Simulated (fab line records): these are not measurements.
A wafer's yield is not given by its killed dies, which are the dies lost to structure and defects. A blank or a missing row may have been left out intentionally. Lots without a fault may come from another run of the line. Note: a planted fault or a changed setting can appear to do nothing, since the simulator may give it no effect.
Tool commonality check / flow nand_harc / 12 lots and 36 wafers in the sample

## THE REASON FOR OPENING IT
Flagged at NHARC_P_M1_CD_MEAS_09: reading cd_nm, on 2 of 12 lots. No-fault wafers: 130.0 nm, standard deviation 0.76.
Rule: a lot gets a flag if all its wafers with a number sit over 4 standard deviations from that mean, or if no wafer of it has a number. The other lots count as sound.

lot=L159; measured=day 6 09:36; on=cd_sem-03; cd_nm (nm), wafer by wafer=130.6 128.4 130.4; flag=
lot=L162; measured=day 6 23:06; on=cd_sem-03; cd_nm (nm), wafer by wafer=129.5 129.4 130.3; flag=
lot=L160; measured=day 6 23:43; on=cd_sem-01; cd_nm (nm), wafer by wafer=129.8 129.8 129.6; flag=
lot=L163; measured=day 7 09:32; on=cd_sem-01; cd_nm (nm), wafer by wafer=130.6 130.1 131.0; flag=
lot=L169; measured=day 8 12:50; on=cd_sem-02; cd_nm (nm), wafer by wafer=150.8 151.8 152.3; flag=FLAGGED
lot=L167; measured=day 8 13:28; on=cd_sem-03; cd_nm (nm), wafer by wafer=150.6 150.3 151.7; flag=FLAGGED
lot=L173; measured=day 9 12:26; on=cd_sem-03; cd_nm (nm), wafer by wafer=131.0 129.5 129.9; flag=
lot=L172; measured=day 9 12:46; on=cd_sem-03; cd_nm (nm), wafer by wafer=129.7 130.6 130.1; flag=
lot=L174; measured=day 10 07:55; on=cd_sem-01; cd_nm (nm), wafer by wafer=129.2 131.2 129.9; flag=
lot=L176; measured=day 10 14:12; on=cd_sem-01; cd_nm (nm), wafer by wafer=129.3 129.8 130.6; flag=
lot=L179; measured=day 11 14:41; on=cd_sem-03; cd_nm (nm), wafer by wafer=128.8 130.1 131.0; flag=
lot=L181; measured=day 11 14:53; on=cd_sem-03; cd_nm (nm), wafer by wafer=130.4 130.0 129.6; flag=
Average over the flagged lots: 151.2 nm; offset from the usual +21.2 nm, equal to +28 standard deviations.

## WHICH TOOL EACH LOT WENT THROUGH
The record holds 1 process step before the reading, out of a route of 1159 steps. Read each cell as the tool, then ch plus the chambers that the sampled wafers visited, then the start.
lot=L159; flag=; NHARC_P_M1_PEB_07=litho_track-04 ch 0, day 6 09:31
lot=L162; flag=; NHARC_P_M1_PEB_07=litho_track-06 ch 0, day 6 23:01
lot=L160; flag=; NHARC_P_M1_PEB_07=litho_track-01 ch 0, day 6 23:38
lot=L163; flag=; NHARC_P_M1_PEB_07=litho_track-04 ch 0, day 7 09:27
lot=L169; flag=FLAGGED; NHARC_P_M1_PEB_07=litho_track-04 ch 0, day 8 12:46
lot=L167; flag=FLAGGED; NHARC_P_M1_PEB_07=litho_track-04 ch 0, day 8 13:23
lot=L173; flag=; NHARC_P_M1_PEB_07=litho_track-06 ch 0, day 9 12:22
lot=L172; flag=; NHARC_P_M1_PEB_07=litho_track-06 ch 0, day 9 12:41
lot=L174; flag=; NHARC_P_M1_PEB_07=litho_track-01 ch 0, day 10 07:50
lot=L176; flag=; NHARC_P_M1_PEB_07=litho_track-06 ch 0, day 10 14:07
lot=L179; flag=; NHARC_P_M1_PEB_07=litho_track-01 ch 0, day 11 14:36
lot=L181; flag=; NHARC_P_M1_PEB_07=litho_track-06 ch 0, day 11 14:49
What these steps do:
- NHARC_P_M1_PEB_07: peb time 65 s.
- NHARC_P_M1_CD_MEAS_09: target cd 130 nm.

## FLAGGED AGAINST TOTAL, ONE TOOL AT A TIME (gauges that did the reading follow at the end)
step=NHARC_P_M1_PEB_07; tool=litho_track-01; lots run=3; flagged=0; share of the flagged lots=none; sound lots run after its first flagged lot=-
step=NHARC_P_M1_PEB_07; tool=litho_track-04; lots run=4; flagged=2; share of the flagged lots=all; sound lots run after its first flagged lot=0
step=NHARC_P_M1_PEB_07; tool=litho_track-06; lots run=5; flagged=0; share of the flagged lots=none; sound lots run after its first flagged lot=-
step=NHARC_P_M1_CD_MEAS_09; tool=cd_sem-01; lots run=4; flagged=0; share of the flagged lots=none; sound lots run after its first flagged lot=-
step=NHARC_P_M1_CD_MEAS_09; tool=cd_sem-02; lots run=1; flagged=1; share of the flagged lots=some; sound lots run after its first flagged lot=0
step=NHARC_P_M1_CD_MEAS_09; tool=cd_sem-03; lots run=7; flagged=1; share of the flagged lots=some; sound lots run after its first flagged lot=4 (L173,L172,L179,L181)

## WHAT THE TABLE ALLOWS
1 row of the table ran every flagged lot: litho_track-04 at NHARC_P_M1_PEB_07.
- litho_track-04 at NHARC_P_M1_PEB_07: 2 of its 4 lots flagged. A fault beginning between L163 (day 7 09:27), its last sound lot, and L169 (day 8 12:46), its first flagged one, fits the data. Its own readings lie more than 4 standard deviations out on every wafer of the flagged lots: heater_power_total_W, plate_temp_C.
Left over: one tool, litho_track-04 at NHARC_P_M1_PEB_07.

## WHAT WAS PUT IN BY THE SIMULATOR
Process parameter drift: litho_track-04, from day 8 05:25 on, at NHARC_P_M1_PEB_07. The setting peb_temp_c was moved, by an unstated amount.
Lots struck among those shown: L169, L167. The rule above reached the same finding.
